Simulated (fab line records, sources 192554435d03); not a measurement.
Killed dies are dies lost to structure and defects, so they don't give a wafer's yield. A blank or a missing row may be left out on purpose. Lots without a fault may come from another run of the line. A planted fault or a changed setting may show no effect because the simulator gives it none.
fab line records | flow n5_finfet
record lots=7 wafers=18 last_day=18
route steps=1938 shown BEOL_M12@1637 PASSIVATION@1936
lots that met no fault: from a run of the same line without faults
start_h: hours from the record's first day to the start of the lot's first wafer shown | wait_h: hours since the lot's step before | " the same as in the row above | L1.1+2: a row that stands for several wafers | - no value, or no start given | * or withheld: withheld | < > ~ a bound
route shown NAME@n: a module of which the file shows steps, and the number in the route of the first | usual: mean/standard deviation of fault-free wafers | same: alike in all rows | chamber/n: place in a boat | sites: the reading at each site | _std_site: their standard deviation | _edge_site: outer sites' mean less inner sites' | radius_mm: how far each site lies from the wafer's centre | mask NAME#n: copy n | behind: the tool/chamber that last shaped the wafer | hold: why the lot was held/for how many hours/how that ended | device: the transistor (n, p or np) that didn't switch | end of line: the same wafers' tests at the end of the route | a step without rows: its recipe alone | killed: dies lost to structure and defects at the first sort, not the wafer's yield | map: a wafer's dies, x killed, . not, _ none there
set.NAME: the setting as run; set.NAME@STEP: as run at that earlier step | model.NAME: the simulator's own value behind a step, which no gauge read
lots at some steps of the route; a table a step, a row a wafer
services: from which hour (start_h, from the record's first day; less than 0 if before it) a tool's chamber was out of use, for how many hours, and why
## steps
# step N5_BEOL_M12_ETCH_68
# recipe chemistry=N2/H2 target=SOC mask_material=SiARC source_w=3000 bias_w=350 temp_c=40 time_s=285 ion_energy_ev=200 pressure_mtorr=30 n2_flow_sccm=200 h2_flow_sccm=200
# step N5_BEOL_M12_STRIP_69
# recipe chemistry=N2/H2 temp_c=40 n2_flow_sccm=200 h2_flow_sccm=200 rf_frequency_hz=6e+07
# step N5_BEOL_M12_TRENCH_ETCH_34
# recipe chemistry=C4F8/O2/Ar target=SiOC target_depth_a=3189.5 mask_material=SOC pressure_mtorr=30 source_w=3000 bias_w=700 Ar_flow_sccm=400 C4F8_flow_sccm=15 O2_flow_sccm=8 he_inner_torr=15 he_outer_torr=30 time_s=125.5 ion_energy_ev=250
# usual O2_flow_sccm=8.000/0.024 chamber_pressure_mTorr=29.999/0.028 drypump_motor_current_A=5.5/0.47 he_outer_torr=30.00/0.056 oes_product_au=0.76/0.052 rf_vpp_V=664.7/2.6 showerhead_plenum_p_Torr=3.39/0.082 throttle_valve_pct=24.27/0.26
# columns lot.wafer tool chamber start_h wait_h O2_flow_sccm chamber_pressure_mTorr drypump_motor_current_A he_outer_torr oes_product_au rf_hours_counter_h rf_vpp_V showerhead_plenum_p_Torr throttle_valve_pct
L487.1 rie_diel-06 1 281.17 0.0 8.019 30.010 4.8 30.01 0.71 198 660.9 3.26 24.30
L487.2 " 2 " " 8.018 29.974 5.5 29.98 0.77 131 662.6 3.31 24.25
L487.6 " 2 " " 8.006 29.945 5.5 29.96 0.77 - 661.0 3.31 24.27
L486.1 rie_diel-03 1 282.02 0.0 8.026 30.005 6.1 30.08 0.84 76 666.6 3.47 24.04
L486.3 " 2 " " 7.967 29.973 5.6 29.98 0.82 66 668.2 3.47 23.88
L486.4 " 3 " " 7.999 30.043 6.0 30.04 0.73 168 664.5 3.39 23.92
L494.1 rie_diel-03 2 316.93 0.0 7.983 30.038 5.6 30.08 0.81 79 666.3 3.46 23.90
L494.2 " 0 " " 7.965 29.978 5.5 29.95 0.77 120 669.5 3.55 23.60
L492.1 rie_diel-02 1 318.10 0.0 7.980 30.018 5.1 29.99 0.79 89 662.0 3.35 24.46
L492.3 " 2 " " 8.036 29.947 5.1 30.01 0.83 78 662.6 3.32 24.47
L496.1 rie_diel-06 3 323.00 0.0 8.042 30.009 6.6 29.98 0.75 137 663.2 3.44 24.49
L496.6 " 0 " " 8.003 30.006 6.2 30.01 0.81 - 663.0 3.34 24.46
L498.1 rie_diel-02 0 347.90 0.0 7.984 29.988 5.4 29.96 0.69 214 664.0 3.39 24.47
L498.2 " 3 " " 7.995 29.970 5.4 30.05 0.72 203 668.7 3.51 24.27
L498.6 " 0 " " 7.988 30.016 5.4 30.14 0.69 - 665.4 3.39 24.47
L503.1 rie_diel-02 2 386.42 0.0 7.983 30.028 5.1 29.97 0.80 103 663.2 3.31 24.48
L503.5 " 3 " " 7.976 29.937 5.4 29.95 0.71 - 668.9 3.51 24.28
L503.6 " 0 " " 7.986 29.997 5.4 29.93 0.67 - 665.9 3.38 24.49
# step N5_BEOL_M12_STRIP_70
# recipe chemistry=C4F8/O2/Ar resist=SiARC rf_frequency_hz=6e+07
# step N5_BEOL_M12_OCD_MEAS_35
# usual trench_depth_nm=316/4.5
# columns lot.wafer tool chamber start_h wait_h trench_depth_nm
L487.1 ocd-02 - 281.33 0.0 318
L487.2 " - " " 308
L487.6 " - " " 309
L486.1 ocd-02 - 282.17 0.0 312
L486.3 " - " " 320
L486.4 " - " " 321
L494.1 ocd-01 - 317.08 0.0 321
L494.2 " - " " 315
L492.1 ocd-02 - 318.25 0.0 313
L492.3 " - " " 318
L496.1 ocd-02 - 323.16 0.0 316
L496.6 " - " " 321
L498.1 ocd-01 - 348.05 0.0 316
L498.2 " - " " 314
L498.6 " - " " 316
L503.1 ocd-02 - 386.58 0.0 316
L503.5 " - " " 315
L503.6 " - " " 308
# step N5_BEOL_M12_STRIP_37
# recipe chemistry=N2/H2 power_w=1000 temp_c=250 h2_frac=0.65 overash_fraction=0.3 pressure_mtorr=withheld n2_flow_sccm=1750 h2_flow_sccm=3250
# usual drypump_motor_current_A=5.5/0.35 heater_power_w=316/10 oes_product_au=0.790/0.0097
# columns lot.wafer tool chamber start_h wait_h drypump_motor_current_A heater_power_w oes_product_au rf_hours_counter_h
L487.1 plasma_asher-01 1 281.37 0.0 5.4 291 0.795 75
L487.2 " 0 " " 6.0 324 0.771 75
L487.6 " 0 " " 6.0 317 0.797 -
L486.1 plasma_asher-02 0 282.21 0.0 5.8 322 0.767 131
L486.3 " 0 " " 5.8 323 0.778 -
L486.4 " 1 " " 5.1 317 0.788 -
L494.1 plasma_asher-02 1 317.12 0.0 5.1 317 0.769 139
L494.2 " 0 " " 5.8 329 0.795 139
L492.1 plasma_asher-01 1 318.29 0.0 5.4 297 0.809 83
L492.3 " 1 " " 5.4 293 0.790 -
L496.1 plasma_asher-02 0 323.20 0.0 5.8 313 0.777 140
L496.6 " 0 " " 5.8 323 0.788 -
L498.1 plasma_asher-02 0 348.09 0.0 5.8 326 0.782 144
L498.2 " 1 " " 5.1 319 0.776 144
L498.6 " 1 " " 5.1 310 0.809 -
L503.1 plasma_asher-02 0 386.64 0.1 5.8 312 0.801 152
L503.5 " 0 " " 5.8 317 0.783 -
L503.6 " 1 " " 5.1 314 0.789 -
# step N5_BEOL_M12_ETCH_38
# recipe chemistry=CF4/N2 target=SiCN target_depth_a=687 taper_deg=2 time_s=73.4 ion_energy_ev=150 mask_material=SiO2 pressure_mtorr=40 source_w=430 bias_w=70 Ar_flow_sccm=100 cf4_flow_sccm=60 n2_flow_sccm=60
# usual chamber_pressure_mTorr=40.00/0.038 drypump_motor_current_A=5.6/0.49 oes_product_au=0.77/0.051 rf_vpp_V=382.0/1.6 showerhead_plenum_p_Torr=2.20/0.059 throttle_valve_pct=15.45/0.23
# columns lot.wafer tool chamber start_h wait_h chamber_pressure_mTorr drypump_motor_current_A oes_product_au rf_hours_counter_h rf_vpp_V showerhead_plenum_p_Torr throttle_valve_pct
L487.1 rie_diel-06 3 281.56 - 40.01 6.6 0.76 124 383.2 2.22 15.62
L487.2 " 1 " " 40.07 4.8 0.70 199 379.4 2.09 15.61
L487.6 " 2 " " 40.02 5.4 0.77 - 378.8 2.14 15.50
L486.1 rie_diel-06 3 284.01 - 40.00 6.6 0.78 125 382.2 2.22 15.61
L486.3 " 0 " " 40.02 6.3 0.83 71 380.8 2.16 15.56
L486.4 " 0 " " 39.99 6.3 0.83 - 382.4 2.15 15.53
L494.1 rie_diel-03 1 318.19 - 40.08 6.1 0.81 90 382.3 2.24 15.28
L494.2 " 3 " " 40.03 6.0 0.73 178 382.9 2.19 15.28
L492.1 rie_diel-03 3 318.37 - 39.95 6.0 0.72 178 380.4 2.19 15.26
L492.3 " 1 " " 39.97 6.1 0.82 90 382.3 2.24 15.28
L496.1 rie_diel-02 0 325.17 - 40.00 5.4 0.69 205 382.6 2.19 15.75
L496.6 " 2 " " 39.94 5.1 0.83 - 381.0 2.14 15.59
L498.1 rie_diel-02 0 350.11 - 39.95 5.4 0.68 215 380.8 2.19 15.78
L498.2 " 2 " " 39.96 5.1 0.82 90 379.9 2.14 15.59
L498.6 " 2 " " 39.98 5.1 0.82 - 380.2 2.14 15.60
L503.1 rie_diel-03 1 386.96 - 39.92 6.1 0.79 116 381.6 2.23 15.33
L503.5 " 1 " " 39.96 6.1 0.79 - 380.2 2.23 15.32
L503.6 " 2 " " 40.02 5.6 0.78 - 383.0 2.23 15.18
# step N5_BEOL_M12_PRECLEAN_39
# recipe chemistry=residue_remover time_s=60 temp_c=40
# step N5_BEOL_M12_SRD_40
# recipe time_s=30 temp_c=23 rinse_liquid=diw dry=n2_spin spin_rpm=1500 dry_time_s=30
# step N5_BEOL_M12_DEGAS_41
# recipe ambient=vacuum temp_c=250 time_s=60
# usual heater_power_w=344/35
# columns lot.wafer tool chamber start_h wait_h heater_power_w
L487.1 pvd_sputter-02 - 281.77 0.0 282
L487.2 " - " " 428
L487.6 " - " " 368
L486.1 pvd_sputter-01 - 284.52 0.3 333
L486.3 " - " " 349
L486.4 " - " " 379
L494.1 pvd_sputter-01 - 318.76 0.4 374
L494.2 " - " " 329
L492.1 pvd_sputter-01 - 319.28 0.7 319
L492.3 " - " " 344
L496.1 pvd_sputter-01 - 325.73 0.4 359
L496.6 " - " " 344
L498.1 pvd_sputter-02 - 350.54 0.3 364
L498.2 " - " " 279
L498.6 " - " " 282
L503.1 pvd_sputter-03 - 387.19 0.0 296
L503.5 " - " " 368
L503.6 " - " " 294
# step N5_BEOL_M12_PRE_CLEAN_42
# recipe gas=H2/He time_s=30 temp_c=250
# step N5_BEOL_M12_SPUTTER_43
# recipe material=TaN target_thk_a=150 temp_c=50 bias_v=168.6 power_w=15000 chamber_pressure_pa=0.12 time_s=24.19
# step N5_BEOL_M12_SPUTTER_44
# recipe material=Ta target_thk_a=100 temp_c=50 bias_v=80 power_w=15000 chamber_pressure_pa=0.07 time_s=16.13
# usual bias_v=80.0/0.87 throttle_valve_pct=29.6/1.2
# columns lot.wafer tool chamber start_h wait_h bias_v throttle_valve_pct model.Ta_of_BEOL_M12_SPUTTER_44.thk_nm
L487.1 pvd_sputter-02 - 281.93 0.0 81.1 29.1 9.8
L487.2 " - " " 79.5 27.9 9.8
L487.6 " - " " 80.3 31.5 9.6
L486.1 pvd_sputter-01 - 284.68 0.0 79.1 28.2 10
L486.3 " - " " 82.3 28.4 9.8
L486.4 " - " " 80.1 31.1 9.8
L494.1 pvd_sputter-01 - 318.92 0.0 80.1 30.9 16
L494.2 " - " " 81.1 30.0 10
L492.1 pvd_sputter-01 - 319.44 0.0 79.8 29.6 16.4
L492.3 " - " " 79.7 28.1 16.4
L496.1 pvd_sputter-01 - 325.89 0.0 79.1 28.5 16
L496.6 " - " " 81.3 28.0 9.8
L498.1 pvd_sputter-02 - 350.70 0.0 79.9 31.2 10
L498.2 " - " " 79.2 28.9 9.8
L498.6 " - " " 79.1 28.9 9.8
L503.1 pvd_sputter-03 - 387.35 0.0 81.2 27.9 9.8
L503.5 " - " " 79.6 30.4 9.6
L503.6 " - " " 80.4 27.8 9.8
# step N5_BEOL_M12_SPUTTER_45
# recipe material=Cu target_thk_a=800 temp_c=-20 bias_v=60 power_w=26000 chamber_pressure_pa=0.13 time_s=13.33
# usual bias_v=60.0/0.58 chuck_gas_flow_sccm=1.26/0.05 throttle_valve_pct=29.6/1.2
# columns lot.wafer tool chamber start_h wait_h bias_v chuck_gas_flow_sccm throttle_valve_pct
L487.1 pvd_sputter-02 - 282.01 0.0 59.5 1.34 28.9
L487.2 " - " " 61.2 1.34 28.2
L487.6 " - " " 60.0 1.24 31.1
L486.1 pvd_sputter-01 - 284.76 0.0 59.8 1.22 28.3
L486.3 " - " " 60.6 1.21 28.5
L486.4 " - " " 60.4 1.31 30.9
L494.1 pvd_sputter-01 - 319.00 0.0 60.2 1.33 31.2
L494.2 " - " " 59.6 1.29 29.7
L492.1 pvd_sputter-01 - 319.52 0.0 59.0 1.31 29.9
L492.3 " - " " 59.1 1.29 28.1
L496.1 pvd_sputter-01 - 325.97 0.0 60.1 1.24 28.3
L496.6 " - " " 60.5 1.20 28.1
L498.1 pvd_sputter-02 - 350.78 0.0 59.7 1.16 31.4
L498.2 " - " " 59.7 1.34 29.1
L498.6 " - " " 59.3 1.28 29.2
L503.1 pvd_sputter-03 - 387.43 0.0 58.9 1.24 28.0
L503.5 " - " " 59.9 1.27 30.4
L503.6 " - " " 59.1 1.26 28.2
# step N5_BEOL_M12_ECD_47
# recipe material=Cu target_thk_a=7200
# step N5_BEOL_M12_ANNEAL_48
# recipe temp_c=225 time_s=90 ambient=N2
# step N5_BEOL_M12_CMP_49
# recipe stop_on=SiOC t_overpolish_s=20.6 down_force_psi=1 platen_rpm=50 clearing_platen_down_force_psi=1.5 clearing_platen_rpm=50 post_cmp_clean=cu_alkaline target_thk_nm=320 clearing_platen_pad_velocity_m_s=0.99484 pad_velocity_m_s=0.99484
# usual barrier_field_endpoint_s=30.1/0.73 motor_current_A=6.2/0.93 slurry_filter_dp_kPa=13.50/0.13
# columns lot.wafer tool chamber start_h wait_h barrier_field_endpoint_s motor_current_A slurry_filter_dp_kPa
L487.2 cmp-03 1 282.61 0.2 31.3 6.2 13.63
L487.1 " 2 " " 30.7 4.4 13.29
L487.6 " 0 " " 30.2 5.5 13.47
L486.1 cmp-04 2 285.33 0.3 30.5 5.0 13.33
L486.3 " 0 " " 29.1 5.7 13.36
L486.4 " 1 " " 30.3 5.0 13.51
L494.1 cmp-01 0 319.63 0.3 36.7 6.6 13.54
L494.2 " 1 " " 30.2 7.5 13.42
L492.3 cmp-01 2 320.09 0.2 38.8 7.7 13.46
L492.1 " 0 " " 38.1 6.7 13.54
L496.1 cmp-01 3 326.64 0.3 36.7 6.3 13.45
L496.6 " 3 " " 30.0 6.6 13.32
L498.2 cmp-03 3 351.35 0.2 29.0 6.5 13.47
L498.1 " 0 " " 30.5 5.3 13.63
L498.6 " 3 " " 30.1 6.2 13.60
L503.1 cmp-01 1 388.10 0.3 30.7 7.5 13.52
L503.6 " 3 " " 30.5 6.5 13.45
L503.5 " 0 " " 29.6 6.3 13.54
# step N5_BEOL_M12_THK_MEAS_50
# recipe thk_meas_gauge=xrf reads=Cu_of_BEOL_M12_ECD_47
# usual M12_THK=323/5.9
# columns lot.wafer tool chamber start_h wait_h M12_THK[nm]
L487.1 film_metro-01 - 282.86 - 325
L487.2 " - " " 315
L487.6 " - " " 314
L486.1 film_metro-02 - 285.63 - 326
L486.3 " - " " 330
L486.4 " - " " 335
L494.1 film_metro-02 - 319.85 - 323
L494.2 " - " " 325
L492.1 film_metro-02 - 320.39 - 316
L492.3 " - " " 319
L496.1 film_metro-01 - 326.94 - 316
L496.6 " - " " 326
L498.1 film_metro-01 - 351.65 - 323
L498.2 " - " " 322
L498.6 " - " " 323
L503.1 film_metro-01 - 388.32 - 322
L503.5 " - " " 321
L503.6 " - " " 313
# step N5_PASSIVATION_PROBE_49
# usual defect_limited_yield=91.0/1.5 killed_at_M0_to_M3=33/9.4 killed_at_M4_up=14/4.8 killed_at_contacts=13/7.3 killed_at_front_end=43/13 killed_at_other=3.6/2.9 killed_dies=106/18 killed_open=69/13 killed_short=35/8.2 sort_bin_5_function=5.3/1 sort_bin_6_memory=3.3/0.68 sort_n_pass=1074/18 sort_yield_pct=91.0/1.5
# same gross_dies=1180 killed_at_back_side=0 sort_bin_4_leakage[%]=0 sort_bin_8_speed[%]=0
# columns lot.wafer tool chamber start_h wait_h defect_limited_yield[%] killed_at_M0_to_M3 killed_at_M4_up killed_at_contacts killed_at_front_end killed_at_other killed_dies killed_open killed_short sort_bin_5_function[%] sort_bin_6_memory[%] sort_n_pass sort_yield_pct[%]
L486.1 prober-02 - 322.74 0.0 90.8 32 21 11 44 0 108 77 28 5.7 3.1 1072 90.8
L486.3 prober-02 - 322.84 0.1 91.9 29 13 12 40 2 96 71 24 4.7 3.2 1084 91.9
L486.4 prober-02 - 322.89 0.2 90.8 22 9 16 57 4 108 66 31 4.4 3.5 1072 90.8
L494.1 prober-01 - 356.14 0.0 88.8 35 30 9 55 3 132 87 42 6.3 4.3 1048 88.8
L494.2 prober-01 - 356.19 0.1 90.2 40 18 11 47 0 116 76 39 5.3 4.2 1064 90.2
L492.1 prober-02 - 356.55 0.0 91.9 31 14 6 43 1 95 59 35 5.0 2.5 1085 91.9
L492.3 prober-02 - 356.65 0.1 90.1 26 18 17 54 2 117 81 35 5.5 4.2 1063 90.1
L496.1 prober-02 - 360.74 0.0 89.9 41 14 15 37 12 119 72 45 6.5 3.1 1061 89.9
L496.6 prober-02 - 360.99 0.3 90.2 40 9 9 57 1 116 70 38 5.9 3.1 1064 90.2
L498.1 prober-02 - 381.49 0.0 93.3 24 12 10 29 4 79 58 21 4.3 2.0 1101 93.3
L498.2 prober-02 - 381.54 0.1 90.4 48 13 15 35 2 113 82 30 6.8 2.5 1067 90.4
L498.6 prober-02 - 381.74 0.3 89.0 46 17 14 50 3 130 83 36 6.4 3.7 1050 89.0
L503.1 prober-01 - 421.92 0.0 91.6 28 5 17 48 1 99 64 35 5.0 2.9 1081 91.6
L503.5 prober-01 - 422.12 0.2 90.8 42 10 16 38 2 108 65 37 5.5 3.0 1072 90.8
L503.6 prober-01 - 422.17 0.3 92.2 28 24 17 23 0 92 43 41 4.2 2.8 1088 92.2
# killed by level:class
L486.1 BEOL_M3:geometric_particle:open=14 MOL_CONTACT_COAG:geometric_particle:open=9 BEOL_M4:geometric_particle:open=9 FIN_SAQP:geometric_particle:short=8 FIN_SAQP:geometric_particle:open=8 DUMMY_GATE:geometric_particle:open=8 BEOL_M5:geometric_particle:open=7 STI_FIN_REVEAL:geometric_particle:open=5
L486.3 MOL_CONTACT_COAG:geometric_particle:open=11 FIN_SAQP:geometric_particle:open=10 FIN_SAQP:geometric_particle:short=9 STI_FIN_REVEAL:geometric_particle:open=8 BEOL_M0_SAQP:geometric_particle:open=8 BEOL_M3:geometric_particle:open=7 BEOL_M4:geometric_particle:open=6 ILD0:geometric_particle:open=5
L486.4 MOL_CONTACT_COAG:geometric_particle:open=11 FIN_SAQP:geometric_particle:short=9 STI_FIN_REVEAL:geometric_particle:open=9 HKMG_FIN:area_etch=9 FIN_SAQP:geometric_particle:open=7 BEOL_M4:geometric_particle:open=7 BEOL_M0_SAQP:geometric_particle:open=6 MOL_CONTACT_COAG:geometric_particle:short=5
L494.1 STI_FIN_REVEAL:geometric_particle:open=18 BEOL_M4:geometric_particle:open=14 BEOL_M3:geometric_particle:open=10 FIN_SAQP:geometric_particle:short=9 MOL_CONTACT_COAG:geometric_particle:open=6 FIN_SAQP:geometric_particle:open=5 BEOL_M4:geometric_particle:short=5 BEOL_M1:geometric_particle:open=5
L494.2 FIN_SAQP:geometric_particle:open=14 BEOL_M2:geometric_particle:open=14 GATE_CUT:geometric_particle:short=11 MOL_CONTACT_COAG:geometric_particle:open=11 BEOL_M4:geometric_particle:open=10 BEOL_M3:geometric_particle:open=5 GATE_CUT:geometric_particle:open=5 BEOL_M4:geometric_particle:short=5
L492.1 STI_FIN_REVEAL:geometric_particle:open=10 BEOL_M0_SAQP:geometric_particle:open=10 GATE_CUT:geometric_particle:short=9 BEOL_M3:geometric_particle:open=7 BEOL_M2:geometric_particle:open=6 DUMMY_GATE:geometric_particle:open=5 MOL_CONTACT_COAG:geometric_particle:open=5 BEOL_M0_SAQP:geometric_particle:short=5
L492.3 MOL_CONTACT_COAG:geometric_particle:open=16 DUMMY_GATE:geometric_particle:open=15 FIN_SAQP:geometric_particle:open=7 BEOL_M2:geometric_particle:open=7 BEOL_M3:geometric_particle:open=7 FIN_SAQP:geometric_particle:short=6 STI_FIN_REVEAL:geometric_particle:open=6 DUMMY_GATE:geometric_particle:short=6
L496.1 BEOL_M2:geometric_particle:open=13 MOL_CONTACT_COAG:geometric_particle:open=12 BEOL_M0_SAQP:geometric_particle:short=11 FIN_SAQP:geometric_particle:short=9 GATE_CUT:geometric_particle:short=9 PASS1_CAP:geometric_particle:open=9 STI_FIN_REVEAL:geometric_particle:open=6 BEOL_M3:geometric_particle:open=6
L496.6 FIN_SAQP:geometric_particle:short=16 STI_FIN_REVEAL:geometric_particle:open=12 BEOL_M0_SAQP:geometric_particle:short=11 BEOL_M0_SAQP:geometric_particle:open=10 BEOL_M2:geometric_particle:open=10 MOL_CONTACT_COAG:geometric_particle:open=8 FIN_SAQP:geometric_particle:open=6 DUMMY_GATE:geometric_particle:open=6
L498.1 STI_FIN_REVEAL:geometric_particle:open=10 MOL_CONTACT_COAG:geometric_particle:open=8 BEOL_M4:geometric_particle:open=6 DUMMY_GATE:geometric_particle:open=5 BEOL_M0_SAQP:geometric_particle:open=5 BEOL_M2:geometric_particle:open=4 GATE_CUT:geometric_particle:open=3 BEOL_M0_SAQP:geometric_particle:short=3
L498.2 BEOL_M0_SAQP:geometric_particle:open=14 DUMMY_GATE:geometric_particle:open=11 MOL_CONTACT_COAG:geometric_particle:open=10 BEOL_M0:geometric_particle:open=8 BEOL_M1:geometric_particle:open=8 FIN_SAQP:geometric_particle:open=6 MOL_CONTACT_COAG:geometric_particle:short=5 BEOL_M4:geometric_particle:open=5
L498.6 BEOL_M0_SAQP:geometric_particle:open=12 STI_FIN_REVEAL:geometric_particle:open=11 MOL_CONTACT_COAG:geometric_particle:open=11 FIN_SAQP:geometric_particle:short=10 BEOL_M1:geometric_particle:open=9 HKMG_FIN:area_etch=9 FIN_SAQP:geometric_particle:open=7 BEOL_M0_SAQP:geometric_particle:short=7
L503.1 FIN_SAQP:geometric_particle:short=12 MOL_CONTACT_COAG:geometric_particle:open=11 FIN_SAQP:geometric_particle:open=9 GATE_CUT:geometric_particle:open=7 BEOL_M0_SAQP:geometric_particle:open=7 MOL_CONTACT_COAG:geometric_particle:short=6 BEOL_M3:geometric_particle:open=6 BEOL_M0_SAQP:geometric_particle:short=6
L503.5 BEOL_M0_SAQP:geometric_particle:open=18 BEOL_M0_SAQP:geometric_particle:short=15 MOL_CONTACT_COAG:geometric_particle:open=12 FIN_SAQP:geometric_particle:short=7 FIN_SAQP:geometric_particle:open=6 STARTING-WAFER:geometric_particle:open=5 HKMG_FIN:area_etch=5 DUMMY_GATE:geometric_particle:open=4
L503.6 MOL_CONTACT_COAG:geometric_particle:open=13 BEOL_M4:geometric_particle:open=10 BEOL_M0_SAQP:geometric_particle:short=10 BEOL_M0:geometric_particle:short=7 FIN_SAQP:geometric_particle:short=5 MOL_CONTACT_COAG:geometric_particle:short=4 BEOL_M3:geometric_particle:open=4 BEOL_M4:geometric_particle:short=4
## services
# columns tool chamber start_h hours kind
pvd_sputter-02 - 288.76 8.9 repair
cmp-04 - 289.99 2.2 pm
cmp-04 - 295.23 1.3 repair
cmp-03 - 297.84 1.4 repair
cmp-01 - 302.21 1.4 repair
rie_diel-03 3 307.60 7.1 repair
pvd_sputter-01 - 326.48 1.0 repair
cmp-03 - 329.41 1.3 repair
plasma_asher-02 - 332.03 3.5 repair
cmp-04 - 332.19 4.0 pm
rie_diel-02 3 335.50 4.8 repair
cmp-04 - 336.19 - consumable_replace:conditioner
cmp-04 - 336.19 - consumable_replace:pad
cmp-04 - 350.68 1.3 repair
rie_diel-06 2 362.62 4.0 repair
pvd_sputter-01 - 367.91 3.0 repair
cmp-03 - 368.18 1.9 repair
plasma_asher-02 - 370.87 2.1 repair
rie_diel-03 0 379.04 8.9 repair
## key
first_sign step=N5_BEOL_M12_CMP_49 reading=barrier_field_endpoint_s direction=up sigmas=10 usual=30.1 struck=37.6
effect none on later readings
model_effect step=N5_BEOL_M12_SPUTTER_44 value=Ta_of_BEOL_M12_SPUTTER_44.thk_nm without=9.85 struck=16.2
met_at N5_BEOL_M12_SPUTTER_44
struck_wafers L492.1,L492.3,L494.1,L496.1
onset_between 284.68 318.92
fault kind=process_parameter_drift tool=pvd_sputter-01 chamber=- onset_h=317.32 steps=N5_BEOL_M12_SPUTTER_44 channel=time_s offset=* shape=step end_h=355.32 scope=struck_wafers_only acts_in=* stated=*
